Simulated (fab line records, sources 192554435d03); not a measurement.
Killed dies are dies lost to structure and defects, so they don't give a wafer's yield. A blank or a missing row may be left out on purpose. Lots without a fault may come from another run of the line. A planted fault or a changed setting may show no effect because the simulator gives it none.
A struck lot beside a sound one | flow n5_finfet | 35 steps out of a route of 1938
Sound: wafers L569.3, L569.4, L569.5. Struck: wafers L564.1, L564.4. (L564.6 of the same lot was not struck and is left out.) The cause comes at the end.
At each step with rows: each side's tool, then ch and its chambers, then its first start. Under that, the readings that differ: sound wafers | struck wafers | difference of the means | sigmas: that difference in standard deviations of wafers without a fault.
alike: readings whose means differ by less than 2 such deviations, and words and numbers that are the same on both sides. not compared: withheld readings, readings that some wafer has no value for, bounds like >300 that may hide the same value, and numbers for which the record gives no deviation and whose values overlap.
The two part at a step that has a row with sigmas, a row that says differs or no value, or rows on one side only. Numbers that don't overlap but have no deviation are shown without sigmas and don't part them. A reading that every wafer of one side lacks parts them only if that side has two wafers or more.

first, 8 steps without rows for these wafers: N5_BEOL_M6_SPUTTER_48 (material Cu, target thk 10 nm, time 1.667 s); N5_BEOL_M6_ECD_50 (material Cu, target thk 300 nm); N5_BEOL_M6_ANNEAL_51 (time 90 s); N5_BEOL_M6_CMP_52 (polishes, stops on SiCOH lowk, t overpolish 6.9 s, target thk 80 nm); N5_BEOL_M6_PRE_CLEAN_55 (time 15 s); N5_BEOL_M6_DEP_56 (deposits SiCN from 3MS/NH3, target thk 10 nm, time 17.5 s); N5_BEOL_M7_ILD_DEP_00 (deposits SiCOH lowk from DEMS/porogen, target thk 179.75 nm, time 33.4 s); N5_BEOL_M7_CURE_74 (cures SiCOH lowk, time 240 s).
N5_BEOL_M7_PECVD_70: deposits SiO2 from TEOS/O2, target thk 20 nm, time 22.7 s.
  sound on pecvd-02 ch 0,2, day 13 18:14; struck on pecvd-04 ch 0, day 12 11:38
  reading                                    | sound                | struck        | difference | sigmas
  heater_power_w (W)                         | 689 597 690          | 1003 1010     | +348       | +3
  susceptor_temp_C (C)                       | 400.09 400.01 400.06 | 410.86 410.55 | +10.65     | +53
  model.SiO2_of_BEOL_M7_PECVD_70.thk_nm (nm) | 19.8 19.8 20.2       | 18.6 19.2     | -1.0       |
  alike: showerhead_plenum_p_Torr, showerhead_vpp_V, throttle_valve_pct
then, 25 steps without rows for these wafers: N5_BEOL_M7_HM_DEP_02 (deposits TiN, target thk 20 nm); N5_BEOL_M7_COAT_59 (time 60 s, resist thk 100 nm); N5_BEOL_M7_COAT_60 (time 60 s, resist thk 35 nm); N5_BEOL_M7_COAT_05 (resist thk 90 nm); N5_BEOL_M7_EBR_07; N5_BEOL_M7_SOFTBAKE_06 (time 60 s); N5_BEOL_M7_EXPOSE_08 (exposes mask M7); N5_BEOL_M7_PEB_09 (peb time 60 s); N5_BEOL_M7_DEVELOP_10 (develop time 30 s); N5_BEOL_M7_DESCUM_16 (chemistry O2, time 7.9 s); N5_BEOL_M7_ETCH_61 (etches SiARC in CF4, target depth 45.5 nm, time 75.8 s); N5_BEOL_M7_ETCH_62 (etches SOC in N2/H2, target depth 110 nm, overetch 22 nm, time 165 s); N5_BEOL_M7_STRIP_68 (strips in N2/H2); N5_BEOL_M7_STRIP_67 (strips in CF4); N5_BEOL_M7_HM_OPEN_17 (chemistry Cl2/BCl3, target TiN, target depth 20 nm, overetch 6 nm); N5_BEOL_M7_STRIP_19 (strips in O2); N5_BEOL_M7_COAT_63 (time 60 s, resist thk 60 nm); N5_BEOL_M7_COAT_64 (time 60 s, resist thk 12 nm); N5_BEOL_M7_COAT_71 (time 60 s, resist thk 5 nm); N5_BEOL_M7_COAT_22 (resist thk 30 nm); N5_BEOL_M7_EBR_24; N5_BEOL_M7_SOFTBAKE_23 (time 60 s); N5_BEOL_M7_EXPOSE_25 (exposes mask V6, target cd 40 nm); N5_BEOL_M7_PEB_26 (peb time 60 s); N5_BEOL_M7_DEVELOP_27 (develop time 30 s).
N5_BEOL_M7_HM_STRIP_39: strips TiN in peroxide tin strip, target depth 25 nm, time 158 s.
  sound on wet_bench-06 ch 0,6,7, day 13 22:40; struck on wet_bench-06 ch 5,7, day 12 14:59
  reading                                    | sound        | struck    | difference | sigmas
  model.SiO2_of_BEOL_M7_PECVD_70.thk_nm (nm) | 19.6 19.8 20 | 18.4 19.2 | -1.0       |

WHERE THEY PART
Only at N5_BEOL_M7_PECVD_70, within this record.

WHY: what the simulator had put in
Process parameter drift: pecvd-04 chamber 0, from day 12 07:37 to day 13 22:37, at N5_BEOL_M7_PECVD_70. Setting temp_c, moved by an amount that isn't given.
